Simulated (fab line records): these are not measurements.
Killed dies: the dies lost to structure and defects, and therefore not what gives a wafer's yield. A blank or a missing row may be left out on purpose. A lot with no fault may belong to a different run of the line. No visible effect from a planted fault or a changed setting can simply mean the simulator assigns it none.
fab line records	flow nand-harc
record lots=24	wafers=72	last-day=34
route steps=1302 shown A_STAIRCASE@773 A_SGD_CUT@916 A_SLIT@935
lots untouched by any fault: they come from a run of this same line in which no faults occurred
start-h: the number of hours between the record's first day and the start of the first shown wafer of the lot	wait-h: hours since the lot's step before	" the same as in the row above	L1.1+2: a row that stands for several wafers	- no value present, or no start provided	* or withheld: withheld	< > ~ a bound
route shown NAME@n: a module of which the file shows steps, and the number in the route of the first	usual: average and standard deviation across the fault-free wafers	same: alike in all rows	chamber/n: place in a boat	sites: the reading at each site	_std_site: standard deviation across them	_edge_site: outer sites' mean less inner sites'	radius-mm: how far each site lies from the wafer's centre	mask NAME#n: copy n	behind: the last tool/chamber to shape the wafer	hold: the reason the lot was held/the length of the hold in hours/how it ended	device: names the non-switching transistor (n, p or np)	end of line: the same wafers' tests at the end of the route	for a step that has no rows: nothing shown but its recipe	killed: not the wafer's yield, but the dies lost to structure and defects at the first sort	map: shows each die of a wafer: x if killed, . if not, _ if none is there
set.NAME: the run value of the setting; set.NAME@STEP: its run value at that earlier step	model.NAME: the simulator's own value behind a step, which no gauge read
a sample of lots followed through the steps of the route, with each step as a table and each wafer as a row
services: when a tool's chamber went out of use (start-h, in hours from the record's first day, below 0 if earlier), for how many hours, and the reason
## steps
# step NHARC_A_STAIRCASE_DEP_259
# recipe target-thk-a=300	target-thk-nm=30	temp-c=400	pressure-torr=3.5	flow-sccm=200	rf-w=350	material=SiON
# usual heater-power-w=732/100
lot.wafer	tool	chamber	start-h	wait-h	heater-power-w
L074.5	pecvd-04	0	375.21	0.4	762
L074.4	"	1	"	"	643
L074.6	"	2	"	"	878
L076.2	pecvd-02	0	382.26	1.3	636
L076.5	"	1	"	"	678
L076.4	"	2	"	"	719
L075.3	pecvd-02	1	382.73	0.9	605
L075.2	"	0	"	"	631
L075.5	"	1	"	"	606
L078.1	pecvd-02	0	406.50	1.6	667
L078.3	"	0	"	"	681
L078.4	"	2	"	"	699
L077.2	pecvd-02	0	406.82	1.2	602
L077.1	"	2	"	"	657
L077.3	"	2	"	"	622
L080.3	pecvd-03	1	415.38	1.0	770
L080.1	"	2	"	"	959
L080.5	"	1	"	"	792
L079.2	pecvd-04	0	417.23	1.3	649
L079.1	"	1	"	"	726
L079.4	"	2	"	"	878
L082.3	pecvd-02	1	441.07	1.0	610
L082.1	"	2	"	"	784
L082.6	"	2	"	"	770
L081.1	pecvd-04	2	444.80	1.6	929
L081.4	"	1	"	"	760
L081.3	"	2	"	"	880
L083.1	pecvd-02	1	451.38	1.7	634
L083.6	"	2	"	"	674
L083.4	"	0	"	"	667
L084.2	pecvd-04	1	470.04	1.3	708
L084.6	"	0	"	"	629
L084.5	"	1	"	"	721
L085.2	pecvd-04	1	471.86	1.3	629
L085.1	"	2	"	"	877
L085.3	"	0	"	"	757
L086.3	pecvd-02	1	482.57	1.0	582
L086.6	"	1	"	"	560
L086.4	"	2	"	"	816
L087.2	pecvd-02	2	503.08	1.3	810
L087.6	"	2	"	"	788
L087.5	"	0	"	"	738
L088.2	pecvd-02	2	514.98	1.3	779
L088.4	"	1	"	"	620
L088.5	"	2	"	"	797
L089.2	pecvd-03	0	515.24	1.3	767
L089.5	"	1	"	"	789
L089.4	"	2	"	"	815
L090.3	pecvd-02	2	529.16	0.9	688
L090.6	"	0	"	"	738
L090.4	"	1	"	"	581
L092.2	pecvd-03	2	545.20	1.3	954
L092.6	"	1	"	"	729
L092.4	"	0	"	"	709
L091.3	pecvd-04	0	547.01	1.0	763
L091.4	"	1	"	"	760
L091.6	"	2	"	"	1019
L093.2	pecvd-02	0	549.41	1.2	689
L093.6	"	0	"	"	677
L093.5	"	2	"	"	748
L094.2	pecvd-03	0	573.12	1.3	804
L094.4	"	2	"	"	825
L094.6	"	0	"	"	814
L095.2	pecvd-03	0	580.93	1.3	785
L095.4	"	0	"	"	796
L095.6	"	1	"	"	781
L097.2	pecvd-02	1	602.79	1.3	649
L097.6	"	2	"	"	728
L097.4	"	1	"	"	681
L096.1	pecvd-02	2	609.83	1.5	626
L096.3	"	0	"	"	637
L096.2	"	1	"	"	606
# step NHARC_A_STAIRCASE_ETCH_451
# recipe target-depth-a=300	overetch-a=30	time-s=16.5	ion-energy-ev=100	cf4-flow-sccm=80	o2-flow-sccm=20	ar-flow-sccm=0	rf-w=300	bias-w=100	chemistry=CF4/O2
# usual bias-w=99.99/0.28	cf4-flow-sccm=80.00/0.23	drypump-motor-current-A=5.8/0.49	o2-flow-sccm=19.99/0.06	oes-product-au=1.002/0.0072	rf-vpp-V=197.4/1.6	showerhead-plenum-p-Torr=1.32/0.065	throttle-valve-pct=13.397/0.0097
lot.wafer	tool	chamber	start-h	wait-h	bias-w	cf4-flow-sccm	drypump-motor-current-A	o2-flow-sccm	oes-product-au	rf-hours-counter-h	rf-vpp-V	showerhead-plenum-p-Torr	throttle-valve-pct
L074.4	rie-diel-06	0	-	-	100.09	79.96	5.3	19.97	1.010	20	198.9	1.26	13.407
L074.5	"	3	"	"	100.23	80.21	5.7	19.99	1.007	-	196.3	1.26	13.395
L074.6	"	0	"	"	99.88	79.99	5.3	19.98	1.003	-	195.9	1.27	13.383
L076.4	rie-diel-06	0	-	-	99.47	80.19	5.3	20.01	1.002	21	196.0	1.26	13.421
L076.2	"	1	"	"	99.88	80.29	6.3	20.03	1.001	22	196.6	1.28	13.391
L076.5	"	1	"	"	99.51	79.88	6.3	19.93	1.007	-	196.9	1.28	13.385
L075.2	rie-diel-09	2	-	-	100.26	80.01	6.1	19.99	1.011	16	200.4	1.44	13.411
L075.3	"	0	"	"	100.05	80.16	6.0	19.95	0.998	18	196.0	1.25	13.396
L075.5	"	0	"	"	100.08	80.24	6.0	19.91	0.997	-	195.9	1.25	13.386
L078.1	rie-diel-06	2	-	-	99.53	79.64	6.1	19.84	0.983	33	198.9	1.41	13.376
L078.4	"	3	"	"	99.70	79.90	5.7	20.05	1.013	29	194.5	1.26	13.393
L078.3	"	0	"	"	100.48	79.80	5.3	19.99	0.999	30	194.7	1.26	13.396
L077.3	rie-diel-01	2	-	-	99.28	80.18	5.7	20.02	1.014	7	200.0	1.43	13.399
L077.2	"	0	"	"	99.69	80.13	5.4	19.96	0.999	9	195.9	1.31	13.414
L077.1	"	1	"	"	100.06	80.02	5.5	19.88	1.000	9	199.4	1.33	13.385
L080.3	rie-diel-09	3	-	-	99.83	80.36	6.4	19.99	1.008	27	199.8	1.34	13.393
L080.1	"	0	"	"	99.88	79.88	6.0	19.85	0.998	29	196.2	1.25	13.405
L080.5	"	0	"	"	99.96	79.98	6.0	19.95	0.992	-	195.5	1.25	13.389
L079.2	rie-diel-06	0	-	-	100.38	80.37	5.2	19.99	1.006	33	198.1	1.26	13.391
L079.1	"	1	"	"	100.22	80.40	6.3	19.88	1.002	38	198.8	1.28	13.387
L079.4	"	2	"	"	100.12	80.42	6.1	20.10	1.011	36	199.4	1.41	13.374
L082.3	rie-diel-09	0	-	-	99.76	79.86	6.1	19.97	0.988	35	197.4	1.25	13.377
L082.1	"	2	"	"	100.21	79.96	6.1	20.03	1.008	35	200.7	1.44	13.400
L082.6	"	3	"	"	100.07	79.91	6.5	20.04	0.997	-	196.9	1.34	13.381
L081.1	rie-diel-01	3	-	-	99.86	79.98	5.9	20.03	0.999	19	196.6	1.26	13.408
L081.4	"	0	"	"	99.79	79.92	5.3	20.01	1.008	23	198.3	1.31	13.406
L081.3	"	1	"	"	100.36	80.05	5.5	20.00	1.002	19	198.2	1.33	13.415
L083.1	rie-diel-01	3	-	-	99.73	80.03	5.9	20.01	1.000	21	196.7	1.26	13.390
L083.4	"	1	"	"	99.80	79.98	5.4	20.01	1.003	21	197.1	1.33	13.390
L083.6	"	3	"	"	99.91	80.13	5.8	20.03	1.002	-	196.6	1.26	13.397
L085.2	rie-diel-01	0	-	-	99.81	80.19	5.3	20.02	1.007	34	197.8	1.30	13.398
L085.1	"	1	"	"	100.27	80.22	5.4	20.00	1.019	29	198.4	1.33	13.409
L085.3	"	2	"	"	100.33	79.99	5.7	19.98	1.002	28	200.4	1.43	13.410
L084.2	rie-diel-06	0	-	-	99.76	80.32	5.2	20.03	1.005	54	197.9	1.26	13.398
L084.5	"	3	"	"	100.12	80.05	5.6	20.01	1.013	-	196.3	1.25	13.402
L084.6	"	0	"	"	100.13	79.85	5.2	19.92	0.999	-	195.7	1.26	13.383
L086.3	rie-diel-06	1	-	-	99.91	79.97	6.3	19.99	1.005	59	195.7	1.27	13.404
L086.4	"	2	"	"	100.37	80.15	6.2	20.03	1.002	59	197.7	1.41	13.392
L086.6	"	3	"	"	99.89	80.39	5.7	20.11	1.014	-	196.6	1.25	13.400
L087.2	rie-diel-06	0	-	-	100.19	80.30	5.2	20.01	1.004	4	197.0	1.26	13.422
L087.5	"	0	"	"	100.10	80.65	5.3	19.99	1.015	-	196.4	1.26	13.402
L087.6	"	1	"	"	100.09	79.85	6.3	19.93	1.007	-	196.7	1.27	13.402
L088.2	rie-diel-01	2	-	-	100.23	79.88	5.7	20.04	1.012	35	199.1	1.42	13.390
L088.4	"	3	"	"	99.65	79.98	5.8	20.07	1.007	41	196.0	1.26	13.394
L088.5	"	1	"	"	99.96	80.19	5.4	19.94	1.006	-	197.1	1.33	13.395
L089.2	rie-diel-09	3	-	-	99.59	79.87	6.4	19.94	1.006	2	198.1	1.34	13.396
L089.4	"	0	"	"	99.79	80.09	6.0	19.99	0.996	1	196.0	1.25	13.409
L089.5	"	2	"	"	100.42	79.98	6.2	20.04	0.993	-	201.1	1.43	13.397
L090.4	rie-diel-09	3	-	-	100.22	79.94	6.4	20.03	1.004	5	198.7	1.34	13.389
L090.3	"	0	"	"	100.10	80.21	6.0	20.08	0.999	6	195.6	1.25	13.396
L090.6	"	1	"	"	100.02	80.27	4.7	19.88	0.994	-	195.5	1.34	13.404
L092.2	rie-diel-09	3	-	-	99.74	80.15	6.5	20.06	1.009	11	197.7	1.33	13.411
L092.4	"	1	"	"	99.98	79.79	4.7	19.97	1.005	11	197.3	1.34	13.382
L092.6	"	0	"	"	100.14	80.09	6.0	20.02	1.007	-	195.4	1.25	13.392
L091.3	rie-diel-06	2	-	-	100.29	80.47	6.1	19.97	0.995	21	199.4	1.40	13.391
L091.6	"	3	"	"	99.86	80.42	5.6	20.00	1.011	-	197.7	1.25	13.390
L091.4	"	2	"	"	99.90	79.87	6.1	20.01	1.012	-	199.0	1.40	13.382
L093.2	rie-diel-09	0	-	-	99.91	79.92	6.0	20.04	0.996	13	195.9	1.25	13.400
L093.6	"	2	"	"	99.64	79.63	6.1	20.11	1.004	-	198.0	1.43	13.395
L093.5	"	3	"	"	100.07	80.06	6.4	20.08	0.994	-	198.6	1.33	13.408
L094.4	rie-diel-09	0	-	-	100.30	80.04	6.0	20.08	0.991	25	194.9	1.24	13.404
L094.2	"	1	"	"	99.97	79.74	4.7	20.01	0.992	26	197.5	1.34	13.404
L094.6	"	3	"	"	100.14	80.29	6.4	19.97	1.001	-	198.3	1.33	13.408
L095.2	rie-diel-06	2	-	-	99.70	79.90	6.1	19.89	0.993	31	198.0	1.40	13.410
L095.4	"	1	"	"	99.93	79.97	6.3	19.89	0.992	31	195.9	1.26	13.382
L095.6	"	3	"	"	100.23	79.67	5.7	20.10	1.008	-	196.3	1.25	13.401
L097.2	rie-diel-01	0	-	-	99.39	79.90	5.4	20.09	0.994	9	197.1	1.30	13.398
L097.4	"	3	"	"	100.61	79.74	5.9	20.13	1.015	9	197.0	1.25	13.396
L097.6	"	1	"	"	100.20	79.88	5.4	19.90	0.996	-	197.6	1.32	13.391
L096.1	rie-diel-09	1	-	-	100.08	80.08	4.7	19.99	0.999	37	197.1	1.33	13.398
L096.2	"	3	"	"	100.01	80.04	6.4	19.99	0.991	33	197.1	1.33	13.388
L096.3	"	0	"	"	99.90	79.78	6.0	19.88	1.008	33	196.4	1.24	13.391
# step NHARC_A_STAIRCASE_HM_OPEN_463
# recipe o2-flow-sccm=400	cos-flow-sccm=20	ar-flow-sccm=0	rf-w=500	bias-w=300	chemistry=O2/COS
# usual bias-w=300.2/0.92	drypump-motor-current-A=5.8/0.52	o2-flow-sccm=399.9/1.1	oes-product-au=1.002/0.0073	rf-vpp-V=466/3.4	showerhead-plenum-p-Torr=3.08/0.15	throttle-valve-pct=28.329/0.0082
lot.wafer	tool	chamber	start-h	wait-h	bias-w	drypump-motor-current-A	o2-flow-sccm	oes-product-au	rf-hours-counter-h	rf-vpp-V	showerhead-plenum-p-Torr	throttle-valve-pct
L074.4	rie-diel-06	2	-	-	298.8	6.2	399.6	1.004	26	470	3.30	28.343
L074.5	"	0	"	"	299.7	5.2	399.9	0.990	-	463	2.96	28.316
L074.6	"	1	"	"	300.1	6.3	400.0	1.002	-	464	2.99	28.337
L076.4	rie-diel-09	0	-	-	301.1	6.0	399.5	0.995	22	463	2.94	28.329
L076.2	"	3	"	"	300.1	6.5	399.5	1.015	20	468	3.14	28.349
L076.5	"	1	"	"	299.6	4.7	400.5	0.999	-	469	3.15	28.333
L075.2	rie-diel-09	0	-	-	298.4	6.0	400.0	0.986	25	463	2.94	28.316
L075.3	"	1	"	"	299.9	4.7	399.5	1.000	26	468	3.15	28.342
L075.5	"	0	"	"	300.5	6.0	400.0	0.992	-	464	2.94	28.334
L077.2	rie-diel-09	1	-	-	301.6	4.7	398.7	1.002	31	467	3.15	28.326
L077.3	"	2	"	"	300.5	6.2	402.5	1.000	28	471	3.36	28.317
L077.1	"	0	"	"	299.3	6.0	399.7	0.995	31	462	2.93	28.332
L078.3	rie-diel-01	2	-	-	300.4	5.7	400.4	0.999	11	471	3.34	28.328
L078.4	"	3	"	"	298.9	5.8	400.5	1.006	12	463	2.96	28.341
L078.1	"	1	"	"	300.6	5.5	399.6	1.001	15	468	3.12	28.321
L080.3	rie-diel-09	0	-	-	301.2	6.0	398.6	0.986	32	463	2.93	28.326
L080.1	"	1	"	"	299.2	4.7	401.3	0.998	33	468	3.15	28.320
L080.5	"	0	"	"	301.8	6.0	399.6	0.995	-	463	2.93	28.339
L079.1	rie-diel-06	3	-	-	301.8	5.6	399.6	1.016	34	464	2.95	28.334
L079.4	"	1	"	"	299.4	6.3	398.5	1.002	39	465	2.99	28.330
L079.2	"	2	"	"	300.2	6.1	398.0	0.990	38	472	3.29	28.323
L082.3	rie-diel-09	0	-	-	299.3	6.0	400.1	0.991	39	464	2.93	28.342
L082.1	"	1	"	"	300.6	4.7	399.4	1.004	42	468	3.14	28.333
L082.6	"	1	"	"	301.0	4.7	399.9	1.010	-	467	3.14	28.337
L081.3	rie-diel-01	0	-	-	300.5	5.4	399.0	0.998	27	466	3.06	28.327
L081.4	"	1	"	"	300.3	5.5	400.7	1.004	22	467	3.11	28.334
L081.1	"	2	"	"	300.0	5.7	400.7	1.004	23	471	3.33	28.329
L083.4	rie-diel-06	3	-	-	302.0	5.7	400.4	1.006	47	463	2.94	28.326
L083.1	"	1	"	"	299.0	6.3	401.0	0.988	51	462	2.98	28.330
L083.6	"	3	"	"	300.2	5.7	399.0	1.011	-	464	2.94	28.325
L085.1	rie-diel-09	2	-	-	301.0	6.2	399.6	0.999	47	471	3.35	28.333
L085.3	"	3	"	"	300.8	6.5	400.1	1.002	44	466	3.13	28.329
L085.2	"	0	"	"	298.9	6.0	400.6	0.992	49	463	2.93	28.325
L084.2	rie-diel-01	0	-	-	300.8	5.4	399.6	1.017	37	465	3.05	28.344
L084.6	"	0	"	"	300.2	5.4	399.9	1.008	-	465	3.05	28.329
L084.5	"	1	"	"	300.0	5.5	400.1	1.007	-	465	3.11	28.328
L086.4	rie-diel-06	2	-	-	301.5	6.2	399.0	1.003	5	470	3.28	28.331
L086.3	"	3	"	"	300.8	5.6	399.9	1.007	6	463	2.94	28.321
L086.6	"	1	"	"	301.9	6.3	398.9	0.995	-	465	2.98	28.323
L087.2	rie-diel-09	3	-	-	299.4	6.5	400.2	1.015	1	467	3.12	28.316
L087.6	"	1	"	"	301.2	4.7	401.0	1.018	-	467	3.14	28.332
L087.5	"	2	"	"	300.1	6.2	402.6	1.009	-	472	3.35	28.317
L088.4	rie-diel-06	2	-	-	298.5	6.2	398.8	1.006	14	471	3.27	28.335
L088.2	"	3	"	"	299.7	5.6	399.2	1.013	14	463	2.93	28.329
L088.5	"	1	"	"	299.0	6.3	398.5	1.002	-	464	2.97	28.310
L089.4	rie-diel-06	2	-	-	301.0	6.1	398.9	1.000	15	471	3.27	28.332
L089.2	"	1	"	"	299.9	6.3	398.1	0.999	13	465	2.97	28.331
L089.5	"	2	"	"	299.8	6.1	400.2	1.006	-	472	3.27	28.326
L090.4	rie-diel-09	1	-	-	300.3	4.7	398.0	0.997	10	467	3.13	28.340
L090.3	"	2	"	"	300.9	6.2	398.4	0.993	8	472	3.34	28.324
L090.6	"	1	"	"	298.9	4.7	397.3	1.003	-	468	3.13	28.333
L092.2	rie-diel-06	0	561.35	-	299.4	5.3	400.1	1.002	16	462	2.94	28.314
L092.4	"	2	"	"	299.4	6.1	400.0	1.003	25	471	3.27	28.329
L092.6	"	3	"	"	300.1	5.7	401.0	1.012	-	464	2.93	28.326
L091.3	rie-diel-09	3	-	-	300.2	6.5	401.4	0.990	18	467	3.12	28.329
L091.4	"	0	"	"	300.0	6.0	401.0	0.992	21	464	2.91	28.336
L091.6	"	3	"	"	299.7	6.4	400.4	0.999	-	467	3.12	28.323
L093.2	rie-diel-09	1	-	-	300.2	4.7	401.3	0.998	22	467	3.13	28.329
L093.6	"	1	"	"	299.9	4.7	400.2	0.992	-	470	3.13	28.324
L093.5	"	2	"	"	300.0	6.2	399.6	0.997	-	472	3.34	28.337
L094.2	rie-diel-01	2	-	-	300.8	5.7	400.6	1.004	3	471	3.32	28.333
L094.4	"	1	"	"	299.9	5.5	401.7	0.996	3	468	3.10	28.317
L094.6	"	3	"	"	300.5	5.9	400.2	0.995	-	463	2.94	28.328
L095.4	rie-diel-06	3	-	-	299.0	5.6	400.9	1.009	34	462	2.92	28.323
L095.2	"	1	"	"	298.6	6.3	402.0	1.003	35	462	2.96	28.324
L095.6	"	2	"	"	300.5	6.2	399.4	0.999	-	471	3.26	28.335
L097.2	rie-diel-06	0	-	-	299.8	5.3	399.3	1.006	37	462	2.93	28.345
L097.4	"	1	"	"	300.6	6.3	398.6	0.995	41	465	2.96	28.320
L097.6	"	2	"	"	298.6	6.2	400.6	1.003	-	470	3.26	28.323
L096.3	rie-diel-01	3	-	-	299.7	5.9	401.1	1.009	15	464	2.93	28.329
L096.2	"	0	"	"	299.8	5.4	400.3	1.003	17	465	3.03	28.333
L096.1	"	2	"	"	300.1	5.7	400.7	0.999	19	470	3.31	28.339
# step NHARC_A_STAIRCASE_DEP_322
# recipe target-thk-a=72000	temp-c=400	target-thk-nm=7200	teos-flow-sccm=200	rf-w=500	material=SiO2
# usual heater-power-w=687/120
lot.wafer	tool	chamber	start-h	wait-h	heater-power-w
L074.4	pecvd-03	2	414.83	0.4	729
L074.5	"	0	"	"	636
L074.6	"	1	"	"	620
L076.2	pecvd-02	1	422.96	0.2	625
L076.4	"	0	"	"	565
L076.5	"	2	"	"	589
L075.2	pecvd-04	1	422.98	0.2	710
L075.3	"	2	"	"	920
L075.5	"	1	"	"	572
L078.3	pecvd-02	2	447.03	0.2	721
L078.1	"	0	"	"	580
L078.4	"	0	"	"	545
L077.2	pecvd-03	1	447.06	0.2	741
L077.3	"	2	"	"	849
L077.1	"	0	"	"	772
L080.1	pecvd-03	1	450.76	0.1	807
L080.3	"	0	"	"	755
L080.5	"	2	"	"	725
L079.2	pecvd-02	2	450.85	0.2	722
L079.1	"	0	"	"	583
L079.4	"	0	"	"	547
L082.3	pecvd-03	2	480.16	0.1	908
L082.1	"	0	"	"	684
L082.6	"	1	"	"	631
L081.3	pecvd-04	2	480.26	0.2	984
L081.1	"	0	"	"	646
L081.4	"	1	"	"	591
L083.1	pecvd-04	1	497.39	0.1	602
L083.4	"	2	"	"	823
L083.6	"	0	"	"	570
L085.1	pecvd-04	0	508.74	0.1	639
L085.3	"	1	"	"	668
L085.2	"	2	"	"	1010
L084.2	pecvd-02	2	508.93	0.3	692
L084.5	"	0	"	"	551
L084.6	"	1	"	"	508
L086.3	pecvd-04	1	529.80	0.3	602
L086.4	"	2	"	"	816
L086.6	"	1	"	"	595
L087.2	pecvd-03	1	539.40	0.2	740
L087.5	"	1	"	"	650
L087.6	"	2	"	"	737
L088.2	pecvd-02	2	551.87	0.3	726
L088.4	"	0	"	"	545
L088.5	"	2	"	"	604
L089.2	pecvd-04	0	552.00	0.4	700
L089.4	"	2	"	"	820
L089.5	"	0	"	"	572
L090.3	pecvd-04	1	568.10	0.2	721
L090.4	"	0	"	"	562
L090.6	"	1	"	"	579
L092.2	pecvd-03	1	589.50	0.3	642
L092.6	"	2	"	"	703
L092.4	"	0	"	"	634
L091.3	pecvd-04	0	589.54	0.4	653
L091.4	"	1	"	"	588
L091.6	"	2	"	"	803
L093.2	pecvd-04	1	594.35	0.3	590
L093.6	"	2	"	"	818
L093.5	"	1	"	"	589
L094.2	pecvd-04	2	610.90	0.1	1006
L094.6	"	2	"	"	819
L094.4	"	0	"	"	576
L095.2	pecvd-04	0	618.55	0.2	663
L095.6	"	0	"	"	573
L095.4	"	1	"	"	578
L097.2	pecvd-04	1	644.61	0.1	754
L097.4	"	1	"	"	596
L097.6	"	0	"	"	630
L096.1	pecvd-03	1	658.30	0.1	719
L096.3	"	2	"	"	753
L096.2	"	0	"	"	792
# step NHARC_A_SGD_CUT_THK_MEAS_22
# recipe thk-meas-gauge=ellipsometry
# usual thk-nm=148.2/1.4
lot.wafer	tool	chamber	start-h	wait-h	thk-nm
L074.4	film-metro-02	-	445.19	0.2	146.8
L074.5	"	-	"	"	152.0
L074.6	"	-	"	"	148.6
L076.2	film-metro-01	-	458.24	0.2	150.1
L076.4	"	-	"	"	150.5
L076.5	"	-	"	"	147.8
L075.2	film-metro-02	-	458.24	0.2	147.3
L075.3	"	-	"	"	151.2
L075.5	"	-	"	"	145.8
L079.1	film-metro-01	-	483.35	0.2	144.2
L079.2	"	-	"	"	147.9
L079.4	"	-	"	"	149.8
L077.1	film-metro-02	-	483.35	0.2	147.2
L077.2	"	-	"	"	147.4
L077.3	"	-	"	"	148.2
L078.1	film-metro-02	-	483.50	0.2	147.4
L078.3	"	-	"	"	148.2
L078.4	"	-	"	"	145.5
L080.1	film-metro-01	-	490.54	0.2	150.7
L080.3	"	-	"	"	150.9
L080.5	"	-	"	"	148.3
L081.1	film-metro-01	-	515.22	0.2	148.4
L081.3	"	-	"	"	150.8
L081.4	"	-	"	"	147.7
L082.1	film-metro-02	-	515.22	0.2	150.2
L082.3	"	-	"	"	148.1
L082.6	"	-	"	"	152.5
L083.1	film-metro-01	-	532.21	0.2	148.0
L083.4	"	-	"	"	148.2
L083.6	"	-	"	"	148.8
L084.2	film-metro-02	-	544.39	0.2	148.8
L084.5	"	-	"	"	146.7
L084.6	"	-	"	"	148.5
L085.1	film-metro-01	-	544.39	0.2	148.7
L085.2	"	-	"	"	148.4
L085.3	"	-	"	"	148.0
L086.3	film-metro-02	-	560.91	0.2	146.2
L086.4	"	-	"	"	147.9
L086.6	"	-	"	"	146.8
L087.2	film-metro-02	-	574.12	0.2	147.4
L087.5	"	-	"	"	148.9
L087.6	"	-	"	"	148.2
L088.2	film-metro-01	-	585.66	0.2	148.9
L088.4	"	-	"	"	148.4
L088.5	"	-	"	"	146.7
L089.2	film-metro-02	-	585.67	0.2	149.3
L089.4	"	-	"	"	148.8
L089.5	"	-	"	"	146.2
L090.3	film-metro-02	-	606.95	0.2	147.5
L090.4	"	-	"	"	148.0
L090.6	"	-	"	"	148.7
L091.3	film-metro-02	-	622.64	0.2	146.6
L091.4	"	-	"	"	147.8
L091.6	"	-	"	"	150.2
L092.2	film-metro-01	-	622.64	0.2	149.7
L092.4	"	-	"	"	147.0
L092.6	"	-	"	"	147.9
L093.2	film-metro-02	-	622.64	0.2	148.8
L093.5	"	-	"	"	148.1
L093.6	"	-	"	"	148.5
L094.2	film-metro-02	-	643.90	0.2	149.0
L094.4	"	-	"	"	146.6
L094.6	"	-	"	"	148.2
L095.2	film-metro-02	-	657.42	0.2	149.1
L095.4	"	-	"	"	147.2
L095.6	"	-	"	"	148.2
L097.2	film-metro-01	-	675.85	0.2	146.1
L097.4	"	-	"	"	147.3
L097.6	"	-	"	"	149.3
L096.1	film-metro-01	-	693.35	0.2	150.4
L096.2	"	-	"	"	147.9
L096.3	"	-	"	"	149.3
# step NHARC_A_SLIT_INSPECT_11
# usual raw-defect-count=54/33
lot.wafer	tool	chamber	start-h	wait-h	raw-defect-count
L074.4	defect-inspect-01	-	450.64	0.0	19
L074.5	"	-	"	"	21
L074.6	"	-	"	"	20
L075.2	defect-inspect-01	-	463.69	0.0	15
L075.3	"	-	"	"	18
L075.5	"	-	"	"	34
L076.2	defect-inspect-01	-	463.84	0.0	105
L076.4	"	-	"	"	109
L076.5	"	-	"	"	105
L077.1	defect-inspect-01	-	489.67	0.0	23
L077.2	"	-	"	"	20
L077.3	"	-	"	"	16
L079.1	defect-inspect-01	-	489.85	0.0	128
L079.2	"	-	"	"	97
L079.4	"	-	"	"	111
L078.1	defect-inspect-02	-	493.41	0.0	16
L078.3	"	-	"	"	24
L078.4	"	-	"	"	24
L080.1	defect-inspect-01	-	498.50	0.0	25
L080.3	"	-	"	"	25
L080.5	"	-	"	"	21
L081.1	defect-inspect-01	-	520.71	0.0	62
L081.3	"	-	"	"	66
L081.4	"	-	"	"	59
L082.1	defect-inspect-01	-	520.87	0.0	76
L082.3	"	-	"	"	76
L082.6	"	-	"	"	62
L083.1	defect-inspect-01	-	539.17	0.0	25
L083.4	"	-	"	"	23
L083.6	"	-	"	"	24
L085.1	defect-inspect-01	-	550.40	0.0	24
L085.2	"	-	"	"	16
L085.3	"	-	"	"	25
L084.2	defect-inspect-01	-	551.08	0.0	97
L084.5	"	-	"	"	84
L084.6	"	-	"	"	96
L086.3	defect-inspect-02	-	568.91	0.0	83
L086.4	"	-	"	"	76
L086.6	"	-	"	"	81
L087.2	defect-inspect-01	-	579.43	0.0	24
L087.5	"	-	"	"	21
L087.6	"	-	"	"	25
L089.2	defect-inspect-01	-	592.59	0.0	115
L089.4	"	-	"	"	90
L089.5	"	-	"	"	88
L088.2	defect-inspect-01	-	594.84	0.0	60
L088.4	"	-	"	"	71
L088.5	"	-	"	"	81
L090.3	defect-inspect-02	-	617.91	0.0	51
L090.4	"	-	"	"	61
L090.6	"	-	"	"	60
L093.2	defect-inspect-01	-	628.12	0.1	53
L093.5	"	-	"	"	73
L093.6	"	-	"	"	67
L091.3	defect-inspect-02	-	628.27	0.0	71
L091.4	"	-	"	"	89
L091.6	"	-	"	"	77
L092.2	defect-inspect-02	-	628.98	0.0	52
L092.4	"	-	"	"	69
L092.6	"	-	"	"	69
L094.2	defect-inspect-01	-	649.29	0.0	35
L094.4	"	-	"	"	24
L094.6	"	-	"	"	26
L095.2	defect-inspect-02	-	662.90	0.0	18
L095.4	"	-	"	"	22
L095.6	"	-	"	"	31
L097.2	defect-inspect-01	-	682.29	0.0	7
L097.4	"	-	"	"	8
L097.6	"	-	"	"	12
L096.1	defect-inspect-02	-	698.97	0.0	96
L096.2	"	-	"	"	82
L096.3	"	-	"	"	89
## services
tool	chamber	start-h	hours	kind
rie-diel-09	2	364.38	10.6	repair
pecvd-03	-	366.13	13.0	pm
pecvd-02	0	367.33	13.6	repair
rie-diel-01	0	374.13	15.2	repair
rie-diel-01	-	384.07	9.0	pm
rie-diel-09	3	384.61	4.6	repair
pecvd-03	2	386.81	4.3	repair
pecvd-02	1	404.23	7.1	repair
pecvd-02	-	408.19	13.0	pm
rie-diel-06	0	420.24	6.2	repair
rie-diel-09	0	421.94	3.4	repair
pecvd-04	-	425.41	0.5	repair
pecvd-03	1	432.49	1.8	repair
pecvd-04	-	450.52	13.0	pm
rie-diel-06	-	485.02	9.0	pm
pecvd-03	-	499.17	0.6	repair
rie-diel-09	-	499.71	9.0	pm
pecvd-02	-	501.36	1.3	repair
rie-diel-06	0	545.26	7.5	repair
pecvd-03	-	547.14	13.0	pm
pecvd-03	-	568.87	2.7	repair
pecvd-02	-	589.32	13.0	pm
pecvd-04	-	631.52	13.0	pm
pecvd-02	-	633.45	1.4	repair
## key
fault none
